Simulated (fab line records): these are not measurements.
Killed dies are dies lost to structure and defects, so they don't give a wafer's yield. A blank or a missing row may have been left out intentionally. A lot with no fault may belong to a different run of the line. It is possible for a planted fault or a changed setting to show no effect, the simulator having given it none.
fab line records	flow n5_finfet
record: lots: 6	wafers: 18	last_day: 18
route steps=1938 shown FIN_CUT@171 STI_FIN_REVEAL@183 BEOL_M4@1111
lots that met no fault: taken from a fault-free run of the same line
start_h: start of the lot's first displayed wafer, in hours after the record's first day	wait_h: time in hours since the lot's previous step	" repeats the value in the row above	L1.1+2: one row covering several wafers at once	- no value present, or no start provided	* or withheld: withheld	< > ~ a bound
route shown NAME@n: NAME is a module with steps in the file, n the number in the route of the first one	usual: mean/standard deviation taken from wafers without a fault	same: alike in all rows	chamber/n: place in a boat	sites: the reading at each site	_std_site: the values' standard deviation	_edge_site: outer sites' mean less inner sites'	radius_mm: how far each site lies from the wafer's centre	mask NAME#n: copy n	behind: tool/chamber where the wafer was last shaped	hold: what put the lot on hold/how long, in hours/how the hold closed	device: the transistor (n, p or np) that didn't switch	end of line: the same wafers' tests at the end of the route	step lacking rows: just its recipe	killed: dies that structure and defects cost at the first sort, which is not the same as the wafer's yield	map: shows each die of a wafer: x if killed, . if not, _ if none is there
set.NAME: the setting the step ran with; set.NAME@STEP: the setting that earlier step ran with	model.NAME: the simulator's own value behind a step, which no gauge read
lots at selected steps of the route; one table per step, one row per wafer
services: a tool's chamber out of use, with start hour (start_h, from the record's first day; less than 0 if before it), hours out, and reason
== steps ==
step: N5_FIN_CUT_STRIP_31
recipe: chemistry: N2/H2	temp_c: 40	n2_flow_sccm: 200	h2_flow_sccm: 200	rf_frequency_hz: 6e+07
step: N5_FIN_CUT_STRIP_24
recipe: chemistry: CF4	resist: SiARC	power_w: 300	bias_power_w: 75	pressure_mtorr: 50	cf4_flow_sccm: 150	rf_frequency_hz: 6e+07
usual: cf4_flow_sccm: 150.1/0.43	drypump_motor_current_A: 5.8/0.71	oes_product_au: 0.79/0.069	power_w: 300.0/0.88	rf_vpp_V: 271.1/1.3	showerhead_plenum_p_Torr: 1.80/0.045	throttle_valve_pct: 13.47/0.17
lot.wafer	tool	chamber	start_h	wait_h	cf4_flow_sccm	drypump_motor_current_A	oes_product_au	power_w	rf_hours_counter_h	rf_vpp_V	showerhead_plenum_p_Torr	throttle_valve_pct
L551.2	rie_diel-03	2	30.14	0.0	150.0	6.6	0.80	299.9	127	270.5	1.73	13.59
L551.3	"	0	"	"	150.8	6.4	0.85	301.6	51	271.4	1.82	13.28
L551.5	"	0	"	"	150.8	6.4	0.84	300.6	-	271.6	1.82	13.29
L555.1	rie_diel-01	0	51.42	0.0	150.6	5.6	0.83	299.6	83	272.1	1.83	13.63
L555.3	"	1	"	"	150.8	4.9	0.73	298.3	162	268.1	1.72	13.61
L555.5	"	0	"	"	150.4	5.6	0.82	301.2	-	272.5	1.83	13.63
L565.1	rie_diel-01	0	117.69	0.0	149.9	5.6	0.81	299.0	102	270.3	1.83	13.68
L565.3	"	2	"	"	150.6	5.2	0.74	300.1	139	270.5	1.80	13.33
L565.4	"	3	"	"	150.0	6.4	0.90	301.1	22	268.5	1.77	13.42
L567.2	rie_diel-04	3	125.27	0.0	150.1	6.7	0.84	301.1	45	271.2	1.77	13.43
L567.4	"	3	"	"	150.2	6.8	0.84	300.0	-	270.1	1.77	13.44
L567.6	"	0	"	"	149.5	5.4	0.73	301.2	-	271.6	1.84	13.49
L571.2	rie_diel-04	0	149.04	0.0	149.8	5.4	0.72	300.8	183	272.0	1.84	13.52
L571.3	"	1	"	"	150.8	4.7	0.74	298.6	148	273.6	1.86	13.42
L571.5	"	3	"	"	150.0	6.7	0.84	300.6	-	270.6	1.77	13.46
L573.1	rie_diel-01	0	163.67	0.0	149.8	5.6	0.78	299.7	118	270.7	1.82	13.71
L573.3	"	2	"	"	150.8	5.2	0.73	300.3	154	272.8	1.80	13.36
L573.5	"	1	"	"	150.8	4.9	0.71	299.8	-	270.5	1.71	13.66
step: N5_FIN_CUT_CUT_ETCH_26
recipe: chemistry: CH3F/O2	target: SiNx	target_depth_a: 390	mask_material: SOC	time_s: 55.7	pressure_mtorr: 30	source_w: 395	bias_w: 73	Ar_flow_sccm: 150	CH3F_flow_sccm: 30	O2_flow_sccm: 20	ion_energy_ev: 120
usual: O2_flow_sccm: 19.99/0.063	drypump_motor_current_A: 5.8/0.71	oes_product_au: 0.80/0.072	rf_vpp_V: 299/6.5	showerhead_plenum_p_Torr: 2.00/0.056	throttle_valve_pct: 16.23/0.16
lot.wafer	tool	chamber	start_h	wait_h	O2_flow_sccm	drypump_motor_current_A	oes_product_au	rf_hours_counter_h	rf_vpp_V	showerhead_plenum_p_Torr	throttle_valve_pct
L551.2	rie_diel-03	2	30.16	0.0	19.93	6.6	0.80	127	284	1.92	16.34
L551.3	"	0	"	"	19.95	6.4	0.85	51	297	2.02	16.02
L551.5	"	0	"	"	19.86	6.4	0.85	-	297	2.02	16.02
L555.1	rie_diel-01	0	51.44	0.0	19.94	5.6	0.84	83	297	2.04	16.40
L555.3	"	1	"	"	19.97	4.9	0.72	162	302	1.92	16.38
L555.5	"	0	"	"	20.01	5.6	0.83	-	297	2.04	16.40
L565.1	rie_diel-01	0	117.71	0.0	20.01	5.6	0.82	102	298	2.03	16.42
L565.3	"	2	"	"	20.03	5.2	0.74	139	301	2.01	16.08
L565.4	"	3	"	"	19.92	6.4	0.91	22	291	1.97	16.21
L567.2	rie_diel-04	3	125.29	0.0	20.02	6.7	0.86	45	307	1.95	16.14
L567.4	"	3	"	"	20.03	6.8	0.86	-	306	1.95	16.15
L567.6	"	0	"	"	19.95	5.3	0.72	-	307	2.07	16.25
L571.2	rie_diel-04	0	149.06	0.0	19.91	5.4	0.72	183	306	2.06	16.27
L571.3	"	1	"	"	19.91	4.7	0.75	148	301	2.08	16.20
L571.5	"	3	"	"	19.96	6.7	0.85	-	306	1.95	16.16
L573.1	rie_diel-01	0	163.69	0.0	20.01	5.6	0.80	118	297	2.02	16.47
L573.3	"	2	"	"	20.00	5.2	0.72	154	300	2.01	16.11
L573.5	"	1	"	"	19.95	4.9	0.71	-	301	1.91	16.41
step: N5_FIN_CUT_CUT_ETCH_27
recipe: chemistry: CHF3/O2	target: SiO2	target_depth_a: 40	mask_material: SOC	overetch_a: 20	time_s: 4.9	pressure_mtorr: 30	source_w: 650	bias_w: 170	Ar_flow_sccm: 200	CHF3_flow_sccm: 50	O2_flow_sccm: 5	ion_energy_ev: 200
usual: O2_flow_sccm: 4.998/0.014	drypump_motor_current_A: 5.8/0.71	oes_product_au: 0.63/0.055	rf_vpp_V: 526/12	showerhead_plenum_p_Torr: 2.41/0.063	throttle_valve_pct: 18.69/0.15
lot.wafer	tool	chamber	start_h	wait_h	O2_flow_sccm	drypump_motor_current_A	oes_product_au	rf_hours_counter_h	rf_vpp_V	showerhead_plenum_p_Torr	throttle_valve_pct
L551.2	rie_diel-03	2	30.20	0.0	4.977	6.6	0.63	127	502	2.32	18.79
L551.3	"	0	"	"	4.983	6.4	0.68	51	522	2.43	18.48
L551.5	"	0	"	"	4.987	6.4	0.68	-	522	2.43	18.48
L555.1	rie_diel-01	0	51.49	0.0	4.983	5.6	0.66	83	522	2.45	18.87
L555.3	"	1	"	"	5.013	4.9	0.59	162	531	2.31	18.82
L555.5	"	0	"	"	4.992	5.6	0.66	-	524	2.45	18.86
L565.1	rie_diel-01	0	117.75	0.0	4.989	5.6	0.65	102	523	2.44	18.90
L565.3	"	2	"	"	4.992	5.2	0.59	139	532	2.43	18.57
L565.4	"	3	"	"	5.012	6.4	0.73	22	512	2.37	18.74
L567.2	rie_diel-04	3	125.33	0.0	5.004	6.7	0.67	45	540	2.35	18.64
L567.4	"	3	"	"	5.001	6.7	0.67	-	541	2.35	18.62
L567.6	"	0	"	"	5.000	5.4	0.58	-	538	2.48	18.64
L571.2	rie_diel-04	0	149.11	0.0	4.974	5.4	0.58	183	537	2.48	18.67
L571.3	"	1	"	"	5.008	4.7	0.59	148	531	2.50	18.64
L571.5	"	3	"	"	4.999	6.8	0.67	-	540	2.35	18.65
L573.1	rie_diel-01	0	163.74	0.0	4.979	5.6	0.64	118	523	2.43	18.92
L573.3	"	2	"	"	4.996	5.2	0.59	154	530	2.42	18.60
L573.5	"	1	"	"	4.977	4.9	0.57	-	530	2.30	18.87
step: N5_FIN_CUT_PRECLEAN_35
recipe: time_s: 13.3	temp_c: 45	pressure_torr: 125	p_hf_torr: 3	p_coreactant_torr: 25	chemistry: vHF
usual: drypump_motor_current_A: 5.8/0.4
lot.wafer	tool	chamber	start_h	wait_h	drypump_motor_current_A
L551.2	vapor_etch-01	0	30.27	0.0	6.0
L551.3	"	1	"	"	5.3
L551.5	"	1	"	"	5.3
L555.1	vapor_etch-01	1	51.55	0.0	5.3
L555.3	"	0	"	"	6.0
L555.5	"	1	"	"	5.3
L565.1	vapor_etch-01	0	117.82	0.0	6.0
L565.3	"	1	"	"	5.3
L565.4	"	0	"	"	6.0
L567.2	vapor_etch-01	0	126.05	0.7	6.0
L567.4	"	1	"	"	5.3
L567.6	"	0	"	"	6.0
L571.2	vapor_etch-02	1	149.17	0.0	6.4
L571.3	"	0	"	"	5.6
L571.5	"	1	"	"	6.4
L573.1	vapor_etch-02	0	163.81	0.0	5.6
L573.3	"	0	"	"	5.6
L573.5	"	1	"	"	6.4
step: N5_FIN_CUT_CUT_ETCH_15
recipe: chemistry: HBr/Cl2/O2	target: Si	target_depth_a: 1000	bt_time_s: 10	mask_material: SOC	time_s: 42.4	ion_energy_ev: *	bias_w: *	pressure_mtorr: 10	icp_w: 800	HBr_flow_sccm: 150	Cl2_flow_sccm: 80	O2_flow_sccm: 12
usual: O2_flow_sccm: 12.00/0.034	drypump_motor_current_A: 5.9/0.45	oes_product_au: 1.001/0.019	throttle_valve_pct: 37.18/0.26
lot.wafer	tool	chamber	start_h	wait_h	O2_flow_sccm	drypump_motor_current_A	oes_product_au	rf_hours_counter_h	throttle_valve_pct
L551.2	rie_si-02	2	30.35	0.1	12.04	5.8	1.025	173	36.60
L551.3	"	0	"	"	12.05	6.7	0.995	138	37.48
L551.5	"	1	"	"	11.98	6.3	0.970	-	37.26
L555.1	rie_si-05	3	51.63	0.1	12.03	5.9	0.999	54	36.94
L555.3	"	0	"	"	11.98	5.6	0.974	80	37.08
L555.5	"	3	"	"	11.97	5.9	0.996	-	36.94
L565.1	rie_si-02	3	117.90	0.1	12.01	5.3	0.990	0	36.77
L565.3	"	0	"	"	12.03	6.7	1.006	140	37.51
L565.4	"	2	"	"	12.03	5.8	1.024	174	36.58
L567.2	rie_si-06	0	126.13	0.1	12.01	5.9	0.983	6	37.40
L567.4	"	1	"	"	12.05	6.4	1.018	136	37.18
L567.6	"	2	"	"	12.04	5.7	1.023	-	37.37
L571.2	rie_si-06	1	149.26	0.1	11.98	6.4	1.021	136	37.19
L571.3	"	0	"	"	11.97	5.9	0.984	6	37.41
L571.5	"	2	"	"	11.99	5.7	1.021	-	37.38
L573.1	rie_si-06	0	163.89	0.1	12.02	5.8	0.979	7	37.42
L573.3	"	2	"	"	12.09	5.7	1.026	180	37.37
L573.5	"	0	"	"	12.02	5.8	0.984	-	37.41
step: N5_FIN_CUT_CUT_ETCH_28
recipe: chemistry: HBr/Cl2/O2	target: Si	target_depth_a: 60	mask_material: SOC	time_s: 2.4	ion_energy_ev: *	bias_w: *	pressure_mtorr: 10	icp_w: 800	HBr_flow_sccm: 150	Cl2_flow_sccm: 80	O2_flow_sccm: 12
step: N5_FIN_CUT_STRIP_22
recipe: chemistry: N2/H2	power_w: 500	temp_c: 40	pressure_mtorr: 50	rf_frequency_hz: 6e+07	overash_fraction: 0.3	bias_power_w: 8	h2_frac: 0.5	n2_flow_sccm: 300	h2_flow_sccm: 300
step: N5_FIN_CUT_PRECLEAN_36
recipe: chemistry: O3/DIW	time_s: 60	temp_c: 22	o3_ppm: 10
step: N5_FIN_CUT_SRD_32
recipe: dry: ipa_marangoni	time_s: 30	temp_c: 23	rinse_liquid: diw
step: N5_FIN_CUT_UV_OZONE_34
recipe: time_s: 120	pressure_torr: 760	temp_c: 25
step: N5_FIN_CUT_INSPECT_17
recipe: inspect_instrument: brightfield	mode: aei
usual: raw_defect_count: 224/66
lot.wafer	tool	chamber	start_h	wait_h	raw_defect_count
L551.2	defect_inspect-01	-	30.64	0.0	111
L551.3	"	-	"	"	148
L551.5	"	-	"	"	187
L555.1	defect_inspect-02	-	51.92	0.0	160
L555.3	"	-	"	"	173
L555.5	"	-	"	"	205
L565.1	defect_inspect-01	-	118.24	0.0	400
L565.3	"	-	"	"	372
L565.4	"	-	"	"	201
L567.2	defect_inspect-02	-	126.41	0.0	177
L567.4	"	-	"	"	209
L567.6	"	-	"	"	168
L571.2	defect_inspect-02	-	149.55	0.0	153
L571.3	"	-	"	"	151
L571.5	"	-	"	"	155
L573.1	defect_inspect-02	-	164.23	0.0	289
L573.3	"	-	"	"	279
L573.5	"	-	"	"	234
step: N5_STI_FIN_REVEAL_ALD_00
recipe: material: SiO2	target_thk_a: 10	temp_c: 300	ald_precursor_family: BDEAS	ald_co_reactant: O2-plasma	pulse_time_s: 1	pressure_torr: 2
usual: heater_power_w: 461/46	precursor_pulse_height_rel: 1.001/0.021
lot.wafer	tool	chamber	start_h	wait_h	heater_power_w	precursor_pulse_height_rel	model.SiO2_of_STI_FIN_REVEAL_ALD_00.thk_nm
L551.2	ald_sin-03	0	33.03	2.4	480	0.974	1
L551.3	"	2	"	"	511	1.007	1
L551.5	"	0	"	"	474	0.995	1
L555.1	ald_sin-04	2	51.96	0.0	483	1.018	1
L555.3	"	1	"	"	529	0.985	1
L555.5	"	0	"	"	427	1.023	1
L565.1	ald_sin-03	0	118.46	0.2	482	0.987	1.6
L565.3	"	3	"	"	424	0.984	1.6
L565.4	"	1	"	"	386	0.969	1.6
L567.2	ald_sin-02	1	126.45	0.0	475	0.973	1
L567.4	"	2	"	"	437	0.980	1
L567.6	"	0	"	"	487	1.007	1
L571.2	ald_sin-03	0	149.58	0.0	477	1.002	1.6
L571.3	"	1	"	"	387	1.017	1.6
L571.5	"	2	"	"	503	1.039	1.4
L573.1	ald_sin-02	1	164.26	0.0	462	0.991	1
L573.3	"	0	"	"	490	1.024	1
L573.5	"	0	"	"	498	0.994	1
step: N5_STI_FIN_REVEAL_ALD_14
recipe: material: Si3N4	target_thk_a: 30	temp_c: 400	ald_precursor_family: SiH2I2	ald_co_reactant: N2/H2-plasma	pressure_torr: 2
step: N5_BEOL_M4_RC_MEAS_101
usual: DIBL_N: 36.3/2	DIBL_P: 36.3/2.4	IOFF_N: 0.16/0.034	IOFF_P: 0.21/0.035	ION_N: 672/12	ION_P: 459/6.5	SS_N: 71.6/0.67	SS_P: 73.3/0.71	VT_N: 250/3.5	VT_P: -251/3
lot.wafer	tool	chamber	start_h	wait_h	DIBL_N[mV/V]	DIBL_P[mV/V]	IOFF_N[nA/um]	IOFF_P[nA/um]	ION_N[uA/um]	ION_P[uA/um]	SS_N[mV/dec]	SS_P[mV/dec]	VT_N[mV]	VT_P[mV]
L551.2	prober-02	0	168.59	0.2	39.1	37.4	0.18	0.24	670	462	72.4	72.9	248	-247
L551.3	"	0	"	"	35.9	33.7	0.13	0.18	685	467	70.7	73.0	252	-249
L551.5	"	0	"	"	34.6	32.9	0.11	0.17	648	453	70.7	72.7	255	-252
L555.1	prober-02	0	191.00	0.0	33.7	36.0	0.12	0.16	664	455	71.1	72.5	254	-255
L555.3	"	0	"	"	37.3	39.9	0.18	0.22	676	456	72.4	73.6	250	-252
L555.5	"	0	"	"	35.6	37.9	0.16	0.20	673	455	71.5	73.7	252	-254
L565.1	prober-01	0	288.20	0.0	39.1	37.0	0.20	0.22	677	455	71.3	74.1	246	-250
L565.3	"	0	"	"	37.6	37.0	0.17	0.23	691	475	71.6	73.3	250	-248
L565.4	"	0	"	"	36.3	34.6	0.13	0.18	668	454	71.3	72.6	252	-253
L571.2	prober-02	0	296.36	0.2	33.6	32.7	0.13	0.16	674	456	71.3	72.5	251	-253
L571.3	"	0	"	"	35.7	35.4	0.17	0.19	684	458	71.8	72.8	247	-251
L571.5	"	0	"	"	36.7	37.5	0.20	0.22	695	467	72.5	73.0	244	-249
L567.2	prober-02	0	303.11	0.2	36.4	37.4	0.15	0.21	669	465	71.6	72.7	252	-247
L567.4	"	0	"	"	33.7	33.8	0.12	0.17	669	471	70.9	71.8	252	-251
L567.6	"	0	"	"	36.4	36.4	0.15	0.20	660	458	71.6	73.0	250	-249
L573.1	prober-02	0	313.61	0.0	36.3	35.7	0.15	0.19	676	459	71.8	73.6	250	-250
L573.3	"	0	"	"	37.1	37.6	0.19	0.22	690	469	71.8	74.6	248	-247
L573.5	"	0	"	"	37.9	38.6	0.20	0.23	691	467	72.2	74.5	247	-248
== services ==
tool	chamber	start_h	hours	kind
ald_sin-03	-	10.20	3.0	repair
ald_sin-03	2	18.72	2.8	repair
rie_diel-01	0	19.89	2.4	repair
rie_si-02	2	21.87	8.0	repair
ald_sin-03	0	24.36	7.8	repair
ald_sin-02	0	24.73	6.7	repair
ald_sin-04	1	27.63	18.3	repair
rie_si-06	-	31.67	14.6	pm
ald_sin-04	-	34.96	0.3	repair
rie_si-05	-	39.26	0.9	repair
ald_sin-02	-	42.76	0.5	repair
rie_si-02	2	58.63	4.4	repair
rie_diel-03	0	65.90	7.4	repair
rie_diel-03	0	79.78	8.1	repair
rie_si-02	2	84.42	6.1	repair
ald_sin-04	-	86.66	14.0	pm
ald_sin-02	0	110.53	4.8	repair
ald_sin-04	0	119.66	9.7	repair
rie_diel-01	1	136.98	6.2	repair
rie_si-06	2	138.78	8.2	repair
ald_sin-02	0	141.93	1.6	repair
rie_si-02	1	153.02	11.9	repair
rie_diel-04	3	157.82	7.7	repair
rie_diel-01	3	159.74	5.1	repair
== key ==
first_sign none at tools or gauges
model_effect: step: N5_STI_FIN_REVEAL_ALD_00	value: SiO2_of_STI_FIN_REVEAL_ALD_00.thk_nm	without: 1	struck: 1.567
met_at N5_STI_FIN_REVEAL_ALD_00
struck_wafers L565.1,L565.3,L565.4,L571.2,L571.3,L571.5
onset_between 33.03 118.46
fault: kind: process_parameter_drift	tool: ald_sin-03	chamber: -	onset_h: 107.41	steps: N5_STI_FIN_REVEAL_ALD_00	channel: target_thk_a	offset: *	shape: step	end_h: 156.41	acts_in: *	stated: *
